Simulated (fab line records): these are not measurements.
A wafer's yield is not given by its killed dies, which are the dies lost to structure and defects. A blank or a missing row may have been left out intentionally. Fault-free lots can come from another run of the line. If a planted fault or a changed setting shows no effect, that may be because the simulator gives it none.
fab line records -- flow n5-finfet
record lots=7, wafers=21
route steps=1938 shown BEOL_M11@1562 BEOL_M12@1605 BEOL_M14@1743
start-h: the number of hours between the record's first day and the start of the first shown wafer of the lot -- wait-h: hours since the lot's step before -- " identical to the entry in the row above -- L1.1+2: one row covering several wafers at once -- - no value, or no start given -- * or withheld: withheld -- < > ~ a bound
route shown NAME@n: NAME is a module with steps in the file, n the number in the route of the first one -- usual: average and standard deviation across the fault-free wafers -- same: alike in all rows -- chamber/n: place in a boat -- sites: per-site readings -- _std_site: the standard deviation of these -- _edge_site: outer sites' mean less inner sites' -- radius-mm: how far each site lies from the wafer's centre -- mask NAME#n: copy n -- behind: tool/chamber where the wafer was last shaped -- hold: reason for holding the lot/hours on hold/outcome of the hold -- device: transistor that didn't switch, given as n, p or np -- end of line: the same wafers' tests at the end of the route -- where a step has no rows: the recipe by itself -- killed: count of dies lost to structure and defects at first sort (not the wafer's yield) -- map: a wafer's dies, marking killed ones x, the rest . and places with no die _
set.NAME: setting as actually run; set.NAME@STEP: the setting as run at that earlier step -- model.NAME: the simulator's own value behind a step, which no gauge read
lots where settings were altered on purpose, with a table for each step and a row for each wafer
## steps
# step N5_BEOL_M11_COAT_22
# recipe resist=CAR-ArF, spin-rpm=1500, resist-thk-nm=90
lot.wafer,tool,chamber,start-h,wait-h,set.spin-rpm,model.CAR-ArF_of_BEOL_M11_COAT_22.thk-nm
L076.1,litho-track-05,0,-,-,1500,89.8
L076.3,litho-track-05,0,-,-,1500,90
L076.4,litho-track-05,0,-,-,1500,90.2
L075.1,litho-track-04,0,-,-,1500,89.8
L075.3,litho-track-04,0,-,-,1559,88.2
L075.5,litho-track-04,0,-,-,1559,88
L077.2,litho-track-05,0,-,-,1346,95.4
L077.3+6,litho-track-05,0,-,-,1500,90.2
L079.4,litho-track-03,0,-,-,1500,90.2
L079.5,litho-track-03,0,-,-,1662,85.4
L079.6,litho-track-03,0,-,-,1500,89.8
L080.1+3+4,litho-track-04,0,-,-,1500,90.2
L082.4+5+6,litho-track-03,0,-,-,1500,90
L088.2+5,litho-track-05,0,-,-,1500,90
L088.4,litho-track-05,0,-,-,1500,90.2
# step N5_BEOL_M11_EBR_24
# recipe solvent=PGMEA, ebr-width-mm=1.5
# step N5_BEOL_M11_SOFTBAKE_23
# recipe temp-c=110, time-s=60, resist=CAR-ArF
# step N5_BEOL_M11_EXPOSE_25
# recipe mask-id=V10, na=1.35, source-shape=annular, sigma-inner=0.5, sigma-outer=0.8, polarization=unpolarized, dose-mj=85.5
# step N5_BEOL_M11_PEB_26
# recipe peb-temp-c=withheld, peb-time-s=60, resist=CAR-ArF
# step N5_BEOL_M11_DEVELOP_27
# recipe develop-time-s=30, developer=TMAH, resist=CAR-ArF, rinse-liquid=diw, dry=air-spin, dev-temp-c=23
lot.wafer,tool,chamber,start-h,wait-h,set.spin-rpm@BEOL_M11_COAT_22,model.CAR-ArF_of_BEOL_M11_COAT_22.thk-nm
L076.1,litho-track-05,0,-,-,1500,88.2
L076.3+4,litho-track-05,0,-,-,1500,88.4
L075.1,litho-track-05,0,-,-,1500,88
L075.3,litho-track-05,0,-,-,1559,86.4
L075.5,litho-track-05,0,-,-,1559,86.2
L077.2,litho-track-05,0,-,-,1346,93.8
L077.3,litho-track-05,0,-,-,1500,88.6
L077.6,litho-track-05,0,-,-,1500,88.4
L079.4,litho-track-03,0,-,-,1500,88.4
L079.5,litho-track-03,0,-,-,1662,83.6
L079.6,litho-track-03,0,-,-,1500,88
L080.1,litho-track-03,0,-,-,1500,88.6
L080.3+4,litho-track-03,0,-,-,1500,88.4
L082.4+6,litho-track-04,0,-,-,1500,88.2
L082.5,litho-track-04,0,-,-,1500,88.4
L088.2+4+5,litho-track-04,0,-,-,1500,88.4
# step N5_BEOL_M11_DESCUM_33
# recipe chemistry=O2, time-s=7.9, source-power-w=50, bias-power-w=20, pressure-mtorr=20, rf-frequency-hz=2.712e+07, temp-c=40, resist=CAR-ArF, o2-flow-sccm=225
# step N5_BEOL_M11_ETCH_65
# recipe chemistry=CF4, target=SiARC, target-depth-a=390, mask-material=CAR-ArF, time-s=65, ion-energy-ev=80, pressure-mtorr=40, source-w=545, bias-w=36, Ar_flow_sccm=100, cf4-flow-sccm=100, ends=cleared
# step N5_BEOL_M11_ETCH_66
# recipe chemistry=N2/H2, target=SOC, target-depth-a=1200, overetch-a=240, mask-material=SiARC, temp-c=40, time-s=180, ion-energy-ev=200, pressure-mtorr=30, source-w=840, bias-w=150, n2-flow-sccm=200, h2-flow-sccm=200
lot.wafer,tool,chamber,start-h,wait-h,set.spin-rpm@BEOL_M11_COAT_63,model.etch.depth-nm
L076.1,rie-diel-05,0,233.43,0.0,1500,99.93
L076.3,rie-diel-05,3,233.43,0.0,1500,99.8
L076.4,rie-diel-05,1,233.43,0.0,1398,103.9
L075.1,rie-diel-04,1,239.24,0.0,1500,99.74
L075.3,rie-diel-04,3,239.24,0.0,1500,99.48
L075.5,rie-diel-04,3,239.24,0.0,1500,99.51
L077.2,rie-diel-03,3,256.16,0.0,1500,99.82
L077.3,rie-diel-03,1,256.16,0.0,1500,100.2
L077.6,rie-diel-03,3,256.16,0.0,1500,100
L079.4,rie-diel-03,1,274.08,0.1,1429,102.6
L079.5,rie-diel-03,0,274.08,0.1,1429,102.2
L079.6,rie-diel-03,3,274.08,0.1,1429,102.4
L080.1,rie-diel-03,1,274.55,0.0,1500,99.8
L080.3,rie-diel-03,3,274.55,0.0,1357,105
L080.4,rie-diel-03,3,274.55,0.0,1357,105.2
L082.4,rie-diel-04,2,308.20,0.0,1500,100
L082.5,rie-diel-04,1,308.20,0.0,1432,102
L082.6,rie-diel-04,2,308.20,0.0,1500,99.71
L088.2+4+5,rie-diel-05,"1,2,1",332.91,0.0,1500,100.3
# step N5_BEOL_M12_COAT_04
# recipe spin-rpm=1625, resist-thk-nm=400
lot.wafer,tool,chamber,start-h,wait-h,set.spin-rpm,model.coat_of_BEOL_M12_COAT_04.thk-nm
L076.1,litho-track-05,0,-,-,1625,400.2
L076.3,litho-track-05,0,-,-,1579,406
L076.4,litho-track-05,0,-,-,1625,401.2
L075.1,litho-track-02,0,-,-,1549,409.2
L075.3,litho-track-02,0,-,-,1625,399.8
L075.5,litho-track-02,0,-,-,1549,409.6
L077.2,litho-track-05,0,-,-,1625,399.8
L077.3,litho-track-05,0,-,-,1557,409
L077.6,litho-track-05,0,-,-,1557,409.4
L079.4,litho-track-02,0,-,-,1625,397.6
L079.5,litho-track-02,0,-,-,1625,400.6
L079.6,litho-track-02,0,-,-,1625,400
L080.1,litho-track-02,0,-,-,1463,422.2
L080.3,litho-track-02,0,-,-,1463,423.2
L080.4,litho-track-02,0,-,-,1625,400.6
L082.4,litho-track-02,0,-,-,1455,423.6
L082.5,litho-track-02,0,-,-,1455,425
L082.6,litho-track-02,0,-,-,1625,402.4
L088.2,litho-track-02,0,-,-,1625,402
L088.4,litho-track-02,0,-,-,1625,401
L088.5,litho-track-02,0,-,-,1625,399.6
# step N5_BEOL_M12_EBR_06
# recipe solvent=PGMEA, ebr-width-mm=1.5
# step N5_BEOL_M12_SOFTBAKE_05
# recipe temp-c=130, time-s=60
# step N5_BEOL_M12_DESCUM_15
# recipe chemistry=O2, time-s=7.9, source-power-w=50, bias-power-w=20, pressure-mtorr=20, rf-frequency-hz=2.712e+07, temp-c=40, o2-flow-sccm=225
# step N5_BEOL_M12_ETCH_59
# recipe chemistry=N2/H2, target=BARC, target-depth-a=890, overetch-a=267, time-s=67.9, ion-energy-ev=200, pressure-mtorr=30, source-w=840, bias-w=150, n2-flow-sccm=200, h2-flow-sccm=200
lot.wafer,tool,chamber,start-h,wait-h,set.spin-rpm@BEOL_M12_COAT_04,model.coat_of_BEOL_M12_COAT_04.thk-nm
L076.1,rie-diel-02,2,236.70,0.0,1625,316.4
L076.3,rie-diel-02,0,236.70,0.0,1579,323.6
L076.4,rie-diel-02,3,236.70,0.0,1625,318.2
L075.1,rie-diel-06,0,243.45,0.0,1549,325.2
L075.3,rie-diel-06,2,243.45,0.0,1625,317
L075.5,rie-diel-06,0,243.45,0.0,1549,325.6
L077.2,rie-diel-06,0,260.35,0.0,1625,316.4
L077.3,rie-diel-06,3,260.35,0.0,1557,322.6
L077.6,rie-diel-06,3,260.35,0.0,1557,323.8
L079.4,rie-diel-02,2,278.09,0.0,1625,311.4
L079.5,rie-diel-02,2,278.09,0.0,1625,315.2
L079.6,rie-diel-02,3,278.09,0.0,1625,317.8
L080.1,rie-diel-06,3,279.63,0.0,1463,336.2
L080.3,rie-diel-06,2,279.63,0.0,1463,341
L080.4,rie-diel-06,1,279.63,0.0,1625,318.2
L082.4,rie-diel-06,2,312.95,0.0,1455,341.2
L082.5,rie-diel-06,2,312.95,0.0,1455,342.4
L082.6,rie-diel-06,3,312.95,0.0,1625,315.8
L088.2,rie-diel-02,0,336.56,0.0,1625,320.8
L088.4,rie-diel-02,3,336.56,0.0,1625,319.2
L088.5,rie-diel-02,2,336.56,0.0,1625,314.4
# step N5_BEOL_M12_VIA_ETCH_16
# recipe chemistry=C4F8/O2/Ar, target=SiOC, pressure-mtorr=30, source-w=3000, bias-w=700, Ar_flow_sccm=400, C4F8_flow_sccm=15, O2_flow_sccm=8, he-inner-torr=15, he-outer-torr=30, target-depth-a=7248, time-s=withheld, ion-energy-ev=250, ends=cleared
lot.wafer,tool,chamber,start-h,wait-h,set.spin-rpm@BEOL_M12_COAT_04,model.coat_of_BEOL_M12_COAT_04.thk-nm
L076.1,rie-diel-02,2,236.75,0.0,1625,122.6
L076.3,rie-diel-02,0,236.75,0.0,1579,130.8
L076.4,rie-diel-02,3,236.75,0.0,1625,123.6
L075.1,rie-diel-06,0,243.50,0.0,1549,133.4
L075.3,rie-diel-06,2,243.50,0.0,1625,124.4
L075.5,rie-diel-06,0,243.50,0.0,1549,130.6
L077.2,rie-diel-06,0,260.40,0.0,1625,121.8
L077.3,rie-diel-06,3,260.40,0.0,1557,128.4
L077.6,rie-diel-06,3,260.40,0.0,1557,127.2
L079.4,rie-diel-02,2,278.14,0.0,1625,117.2
L079.5,rie-diel-02,2,278.14,0.0,1625,117.4
L079.6,rie-diel-02,3,278.14,0.0,1625,120.8
L080.1,rie-diel-06,3,279.68,0.0,1463,145.4
L080.3,rie-diel-06,2,279.68,0.0,1463,148.8
L080.4,rie-diel-06,1,279.68,0.0,1625,123.8
L082.4,rie-diel-06,2,313.00,0.0,1455,147.4
L082.5,rie-diel-06,2,313.00,0.0,1455,146.8
L082.6,rie-diel-06,3,313.00,0.0,1625,120.4
L088.2,rie-diel-02,0,336.61,0.0,1625,124
L088.4,rie-diel-02,3,336.61,0.0,1625,120.4
L088.5,rie-diel-02,2,336.61,0.0,1625,114.2
# step N5_BEOL_M12_STRIP_63
# recipe chemistry=N2/H2, power-w=1000, temp-c=250, h2-frac=0.65, overash-fraction=0.3, pressure-mtorr=1000, n2-flow-sccm=1750, h2-flow-sccm=3250
# usual strip-time-to-endpoint-s=42.5/0.75
lot.wafer,tool,chamber,start-h,wait-h,set.spin-rpm@BEOL_M12_COAT_04,strip-time-to-endpoint-s
L076.1,plasma-asher-02,0,236.95,-,1625,42.4
L076.3,plasma-asher-02,0,236.95,-,1579,44.6
L076.4,plasma-asher-02,1,236.95,-,1625,42.7
L075.1,plasma-asher-02,0,243.74,-,1549,45.3
L075.3,plasma-asher-02,0,243.74,-,1625,42.8
L075.5,plasma-asher-02,0,243.74,-,1549,44.5
L077.2,plasma-asher-01,0,260.60,-,1625,42.1
L077.3,plasma-asher-01,1,260.60,-,1557,43.9
L077.6,plasma-asher-01,0,260.60,-,1557,43.6
L079.4,plasma-asher-02,0,278.36,-,1625,40.9
L079.5,plasma-asher-02,1,278.36,-,1625,41.0
L079.6,plasma-asher-02,0,278.36,-,1625,41.9
L080.1,plasma-asher-01,0,279.88,-,1463,48.4
L080.3,plasma-asher-01,0,279.88,-,1463,49.4
L080.4,plasma-asher-01,1,279.88,-,1625,42.7
L082.4,plasma-asher-01,0,313.40,-,1455,49.0
L082.5,plasma-asher-01,0,313.40,-,1455,48.8
L082.6,plasma-asher-01,1,313.40,-,1625,41.8
L088.2,plasma-asher-01,0,336.81,-,1625,42.7
L088.4,plasma-asher-01,0,336.81,-,1625,41.8
L088.5,plasma-asher-01,0,336.81,-,1625,40.1
# step N5_BEOL_M12_SPUTTER_44
# recipe material=Ta, target-thk-a=100, temp-c=50, bias-v=80, power-w=15000, chamber-pressure-pa=0.07, time-s=16.13
lot.wafer,tool,chamber,start-h,wait-h,set.time-s,model.Ta_of_BEOL_M12_SPUTTER_44.thk-nm
L076.1,pvd-sputter-03,-,241.91,0.0,16.13,9.6
L076.3,pvd-sputter-03,-,241.91,0.0,14.61,8.6
L076.4,pvd-sputter-03,-,241.91,0.0,16.13,9.8
L075.1,pvd-sputter-03,-,245.50,0.0,16.13,10.2
L075.3,pvd-sputter-03,-,245.50,0.0,18.16,11.2
L075.5,pvd-sputter-03,-,245.50,0.0,16.13,10
L077.2,pvd-sputter-01,-,266.09,0.0,16.13,9.8
L077.3+6,pvd-sputter-01,-,266.09,0.0,16.13,10
L079.4,pvd-sputter-02,-,282.94,0.0,16.13,10.2
L079.5,pvd-sputter-02,-,282.94,0.0,16.13,10
L079.6,pvd-sputter-02,-,282.94,0.0,17.23,10.8
L080.1+4,pvd-sputter-03,-,283.20,0.0,16.13,10
L080.3,pvd-sputter-03,-,283.20,0.0,15.49,9.8
L082.4+5+6,pvd-sputter-03,-,315.99,0.0,16.13,10
L088.2+4+5,pvd-sputter-01,-,342.28,0.0,16.13,10
# step N5_BEOL_M14_PEB_26
# recipe peb-temp-c=130, peb-time-s=90
lot.wafer,tool,chamber,start-h,wait-h,set.peb-temp-c
L076.1,litho-track-03,0,249.94,0.1,130
L076.3+4,litho-track-03,0,249.94,0.1,128.8
L075.1+5,litho-track-02,0,253.34,0.1,126.8
L075.3,litho-track-02,0,253.34,0.1,130
L077.2+6,litho-track-05,0,274.10,0.0,130
L077.3,litho-track-05,0,274.10,0.0,133
L079.4+5+6,litho-track-02,0,290.48,0.0,130
L080.1+3+4,litho-track-05,0,293.60,0.1,130
L082.4+5+6,litho-track-03,0,328.60,0.0,130
L088.2+4+5,litho-track-02,0,351.12,0.0,130
# step N5_BEOL_M14_DEVELOP_27
# recipe develop-time-s=45, rinse-liquid=diw, dry=air-spin, dev-temp-c=21
lot.wafer,tool,chamber,start-h,wait-h,set.develop-time-s
L076.1+3,litho-track-03,0,-,-,45
L076.4,litho-track-03,0,-,-,38.7
L075.1+3+5,litho-track-02,0,-,-,45
L077.2+3,litho-track-05,0,-,-,39.67
L077.6,litho-track-05,0,-,-,45
L079.4+5+6,litho-track-02,0,-,-,45
L080.1+3+4,litho-track-05,0,-,-,45
L082.4+5+6,litho-track-03,0,-,-,45
L088.2+4+5,litho-track-02,0,-,-,45
# step N5_BEOL_M14_HARDBAKE_32
# recipe temp-c=130, time-s=120
# step N5_BEOL_M14_CD_MEAS_28
# recipe target-cd-nm=284.4, landing-energy-ev=500, detector=se-inlens
# usual cd-nm=284.8/1.4
lot.wafer,tool,chamber,start-h,wait-h,set.peb-temp-c@BEOL_M14_PEB_26,cd-nm
L076.1,cd-sem-02,0,250.05,-,130,284.9
L076.3,cd-sem-02,0,250.05,-,128.8,278.4
L076.4,cd-sem-02,0,250.05,-,128.8,277.2
L075.1,cd-sem-01,0,253.45,-,126.8,267.2
L075.3,cd-sem-01,0,253.45,-,130,287.0
L075.5,cd-sem-01,0,253.45,-,126.8,265.9
L077.2,cd-sem-02,0,274.22,-,130,282.5
L077.3,cd-sem-02,0,274.22,-,133,294.0
L077.6,cd-sem-02,0,274.22,-,130,283.9
L079.4,cd-sem-03,0,290.60,-,130,287.0
L079.5,cd-sem-03,0,290.60,-,130,285.0
L079.6,cd-sem-03,0,290.60,-,130,285.1
L080.1,cd-sem-02,0,293.72,-,130,284.9
L080.3,cd-sem-02,0,293.72,-,130,285.6
L080.4,cd-sem-02,0,293.72,-,130,285.3
L082.4,cd-sem-03,0,328.72,-,130,288.2
L082.5,cd-sem-03,0,328.72,-,130,284.8
L082.6,cd-sem-03,0,328.72,-,130,286.1
L088.2,cd-sem-02,0,351.24,-,130,286.3
L088.4,cd-sem-02,0,351.24,-,130,286.3
L088.5,cd-sem-02,0,351.24,-,130,284.3
# step N5_BEOL_M14_DESCUM_33
# recipe chemistry=O2, time-s=7.9, source-power-w=50, bias-power-w=20, pressure-mtorr=20, rf-frequency-hz=2.712e+07, temp-c=40, o2-flow-sccm=225
lot.wafer,tool,chamber,start-h,wait-h,set.peb-temp-c@BEOL_M14_PEB_26,model.BEOL_M14.cd-nm
L076.1,rie-diel-06,0,250.14,0.0,130,285
L076.3,rie-diel-06,2,250.14,0.0,128.8,278.8
L076.4,rie-diel-06,0,250.14,0.0,128.8,277.8
L075.1,rie-diel-02,2,253.65,0.1,126.8,267.4
L075.3,rie-diel-02,3,253.65,0.1,130,287
L075.5,rie-diel-02,2,253.65,0.1,126.8,265.6
L077.2,rie-diel-02,3,274.35,0.1,130,282.8
L077.3,rie-diel-02,1,274.35,0.1,133,293.6
L077.6,rie-diel-02,1,274.35,0.1,130,283.8
L079.4,rie-diel-01,0,290.68,0.0,130,287
L079.5,rie-diel-01,3,290.68,0.0,130,285.2
L079.6,rie-diel-01,0,290.68,0.0,130,285.4
L080.1,rie-diel-01,0,293.81,0.0,130,285
L080.3,rie-diel-01,2,293.81,0.0,130,285.6
L080.4,rie-diel-01,1,293.81,0.0,130,284.8
L082.4,rie-diel-02,0,328.82,0.0,130,287.8
L082.5,rie-diel-02,3,328.82,0.0,130,284.8
L082.6,rie-diel-02,2,328.82,0.0,130,286
L088.2,rie-diel-01,1,351.73,0.4,130,286.4
L088.4,rie-diel-01,3,351.73,0.4,130,286.6
L088.5,rie-diel-01,1,351.73,0.4,130,284.2
# step N5_BEOL_M14_ETCH_67
# recipe chemistry=CF4, target=SiARC, target-depth-a=1430, time-s=238.3, ion-energy-ev=80, pressure-mtorr=40, source-w=545, bias-w=36, Ar_flow_sccm=100, cf4-flow-sccm=100, ends=cleared
lot.wafer,tool,chamber,start-h,wait-h,set.peb-temp-c@BEOL_M14_PEB_26,model.BEOL_M14.cd-nm
L076.1,rie-diel-06,0,250.18,0.0,130,281.2
L076.3,rie-diel-06,2,250.18,0.0,128.8,274.2
L076.4,rie-diel-06,0,250.18,0.0,128.8,273.8
L075.1,rie-diel-02,2,253.69,0.0,126.8,263.4
L075.3,rie-diel-02,3,253.69,0.0,130,284
L075.5,rie-diel-02,2,253.69,0.0,126.8,261.2
L077.2+6,rie-diel-02,"3,1",274.38,0.0,130,279.8
L077.3,rie-diel-02,1,274.38,0.0,133,289.2
L079.4,rie-diel-01,0,290.72,0.0,130,283.2
L079.5,rie-diel-01,3,290.72,0.0,130,281.6
L079.6,rie-diel-01,0,290.72,0.0,130,281.2
L080.1+3,rie-diel-01,"0,2",293.84,0.0,130,281.2
L080.4,rie-diel-01,1,293.84,0.0,130,281
L082.4,rie-diel-02,0,328.91,0.1,130,284
L082.5,rie-diel-02,3,328.91,0.1,130,281.2
L082.6,rie-diel-02,2,328.91,0.1,130,281.4
L088.2,rie-diel-01,1,351.77,0.0,130,282.2
L088.4,rie-diel-01,3,351.77,0.0,130,282.4
L088.5,rie-diel-01,1,351.77,0.0,130,280
# step N5_BEOL_M14_ETCH_68
# recipe chemistry=N2/H2, target=SOC, mask-material=SiARC, source-w=3000, bias-w=350, temp-c=40, time-s=450, ion-energy-ev=200, pressure-mtorr=30, n2-flow-sccm=200, h2-flow-sccm=200
lot.wafer,tool,chamber,start-h,wait-h,set.time-s,set.peb-temp-c@BEOL_M14_PEB_26,model.BEOL_M14.cd-nm,model.SiARC_of_BEOL_M14_COAT_66.thk-nm
L076.1,rie-diel-06,0,250.32,0.1,450,130,280.2,64
L076.3,rie-diel-06,2,250.32,0.1,379.4,128.8,271.2,71.8
L076.4,rie-diel-06,0,250.32,0.1,450,128.8,271.8,64.6
L075.1,rie-diel-02,2,253.83,0.1,450,126.8,263.2,66
L075.3,rie-diel-02,3,253.83,0.1,496.5,130,283.6,60.8
L075.5,rie-diel-02,2,253.83,0.1,496.5,126.8,262.8,61.2
L077.2,rie-diel-02,3,274.53,0.1,384.4,130,277.2,71.6
L077.3,rie-diel-02,1,274.53,0.1,450,133,288.2,66
L077.6,rie-diel-02,1,274.53,0.1,384.4,130,277.6,72.2
L079.4,rie-diel-01,0,290.86,0.1,450,130,284.4,65.4
L079.5,rie-diel-01,3,290.86,0.1,420.7,130,279.8,68.4
L079.6,rie-diel-01,0,290.86,0.1,450,130,282.4,65
L080.1,rie-diel-01,0,293.99,0.1,450,130,281.4,64.4
L080.3,rie-diel-01,2,293.99,0.1,450,130,279.6,65.4
L080.4,rie-diel-01,1,293.99,0.1,450,130,278.6,65.4
L082.4,rie-diel-02,0,329.12,0.1,386.4,130,283,72.4
L082.5,rie-diel-02,3,329.12,0.1,386.4,130,280.4,71.8
L082.6,rie-diel-02,2,329.12,0.1,450,130,280,64.4
L088.2,rie-diel-01,1,351.92,0.1,450,130,281.6,64.6
L088.4,rie-diel-01,3,351.92,0.1,450,130,282,64.8
L088.5,rie-diel-01,1,351.92,0.1,450,130,278.2,64.8
# step N5_BEOL_M14_STRIP_69
# recipe chemistry=N2/H2, temp-c=40, n2-flow-sccm=200, h2-flow-sccm=200, rf-frequency-hz=6e+07
# step N5_BEOL_M14_TRENCH_ETCH_34
# recipe chemistry=C4F8/O2/Ar, target=SiO2, target-depth-a=5566.5, mask-material=SOC, he-inner-torr=15, he-outer-torr=30, time-s=126.9, ion-energy-ev=800, pressure-mtorr=20, source-w=1905, bias-w=2040, Ar_flow_sccm=400, C4F8_flow_sccm=16, O2_flow_sccm=12
lot.wafer,tool,chamber,start-h,wait-h,set.peb-temp-c@BEOL_M14_PEB_26,model.BEOL_M14.cd-nm
L076.1,rie-diel-06,0,250.60,0.0,130,280.2
L076.3,rie-diel-06,2,250.60,0.0,128.8,270.6
L076.4,rie-diel-06,0,250.60,0.0,128.8,272
L075.1,rie-diel-02,2,254.11,0.0,126.8,263.4
L075.3,rie-diel-02,3,254.11,0.0,130,284
L075.5,rie-diel-02,2,254.11,0.0,126.8,262.8
L077.2+6,rie-diel-02,"3,1",274.80,0.0,130,277.2
L077.3,rie-diel-02,1,274.80,0.0,133,288
L079.4,rie-diel-01,0,291.14,0.0,130,285
L079.5,rie-diel-01,3,291.14,0.0,130,279.8
L079.6,rie-diel-01,0,291.14,0.0,130,282.8
L080.1,rie-diel-01,0,294.26,0.0,130,281.8
L080.3,rie-diel-01,2,294.26,0.0,130,279.4
L080.4,rie-diel-01,1,294.26,0.0,130,278.8
L082.4,rie-diel-02,0,329.32,0.1,130,283
L082.5,rie-diel-02,3,329.32,0.1,130,280.4
L082.6,rie-diel-02,2,329.32,0.1,130,280
L088.2,rie-diel-01,1,352.19,0.0,130,281.6
L088.4,rie-diel-01,3,352.19,0.0,130,281.8
L088.5,rie-diel-01,1,352.19,0.0,130,278.4
# step N5_BEOL_M14_SPUTTER_43
# recipe material=TaN, target-thk-a=150, temp-c=50, bias-v=168.6, power-w=15000, chamber-pressure-pa=0.12, time-s=24.19
lot.wafer,tool,chamber,start-h,wait-h,set.time-s,model.TaN_of_BEOL_M14_SPUTTER_43.thk-nm
L076.1,pvd-sputter-03,-,253.07,0.0,22.43,14
L076.3,pvd-sputter-03,-,253.07,0.0,24.19,14.8
L076.4,pvd-sputter-03,-,253.07,0.0,24.19,15
L075.1,pvd-sputter-01,-,256.68,0.0,25.78,16
L075.3,pvd-sputter-01,-,256.68,0.0,24.19,15.2
L075.5,pvd-sputter-01,-,256.68,0.0,24.19,15
L077.2,pvd-sputter-02,-,277.12,0.0,24.19,15
L077.3+6,pvd-sputter-02,-,277.12,0.0,24.19,15.2
L079.4+5,pvd-sputter-03,-,291.94,0.0,21.94,13.6
L079.6,pvd-sputter-03,-,291.94,0.0,24.19,14.8
L080.1,pvd-sputter-02,-,297.40,0.0,21.48,13.2
L080.3,pvd-sputter-02,-,297.40,0.0,24.19,15
L080.4,pvd-sputter-02,-,297.40,0.0,24.19,15.2
L082.4+5,pvd-sputter-02,-,330.08,0.0,24.19,14.8
L082.6,pvd-sputter-02,-,330.08,0.0,24.19,15
L088.2+4,pvd-sputter-03,-,355.15,0.0,24.19,15.2
L088.5,pvd-sputter-03,-,355.15,0.0,24.19,15
## key
split step=N5_BEOL_M11_COAT_22, setting=spin-rpm, stated=1500, by=wafer
response step=N5_BEOL_M11_COAT_22, reading=model.CAR-ArF_of_BEOL_M11_COAT_22.thk-nm, change=-0.462, per=1%, r=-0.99
response step=N5_BEOL_M11_DEVELOP_27, reading=model.CAR-ArF_of_BEOL_M11_COAT_22.thk-nm, change=-0.466, per=1%, r=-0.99
split step=N5_BEOL_M12_COAT_04, setting=spin-rpm, stated=1625, by=wafer
response step=N5_BEOL_M12_COAT_04, reading=model.coat_of_BEOL_M12_COAT_04.thk-nm, change=-2.14, per=1%, r=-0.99
response step=N5_BEOL_M12_ETCH_59, reading=model.coat_of_BEOL_M12_COAT_04.thk-nm, change=-2.19, per=1%, r=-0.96
response step=N5_BEOL_M12_VIA_ETCH_16, reading=model.coat_of_BEOL_M12_COAT_04.thk-nm, change=-2.32, per=1%, r=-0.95
response step=N5_BEOL_M12_STRIP_63, reading=strip-time-to-endpoint-s, change=*, per=1%, r=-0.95
split step=N5_BEOL_M12_SPUTTER_44, setting=time-s, stated=16.13, by=wafer
response step=N5_BEOL_M12_SPUTTER_44, reading=model.Ta_of_BEOL_M12_SPUTTER_44.thk-nm, change=+0.0962, per=1%, r=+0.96
split step=N5_BEOL_M14_PEB_26, setting=peb-temp-c, stated=130, by=wafer
response step=N5_BEOL_M14_CD_MEAS_28, reading=cd-nm, change=+6.69, per=1%, r=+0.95
response step=N5_BEOL_M14_DESCUM_33, reading=model.BEOL_M14.cd-nm, change=+6.57, per=1%, r=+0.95
response step=N5_BEOL_M14_ETCH_67, reading=model.BEOL_M14.cd-nm, change=+6.68, per=1%, r=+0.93
response step=N5_BEOL_M14_ETCH_68, reading=model.BEOL_M14.cd-nm, change=+6.84, per=1%, r=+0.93
response step=N5_BEOL_M14_TRENCH_ETCH_34, reading=model.BEOL_M14.cd-nm, change=+6.91, per=1%, r=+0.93
split step=N5_BEOL_M14_DEVELOP_27, setting=develop-time-s, stated=45, by=wafer
response none clear
split step=N5_BEOL_M14_ETCH_68, setting=time-s, stated=450, by=wafer
response step=N5_BEOL_M14_ETCH_68, reading=model.SiARC_of_BEOL_M14_COAT_66.thk-nm, change=-0.477, per=1%, r=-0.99
split step=N5_BEOL_M14_SPUTTER_43, setting=time-s, stated=24.19, by=wafer
response step=N5_BEOL_M14_SPUTTER_43, reading=model.TaN_of_BEOL_M14_SPUTTER_43.thk-nm, change=+0.146, per=1%, r=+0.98
split outside-this-file step=N5_BEOL_M11_COAT_63 setting=spin-rpm
# split outside-this-file: this setting was split too, and the file shows its column; the key of that split is in another file
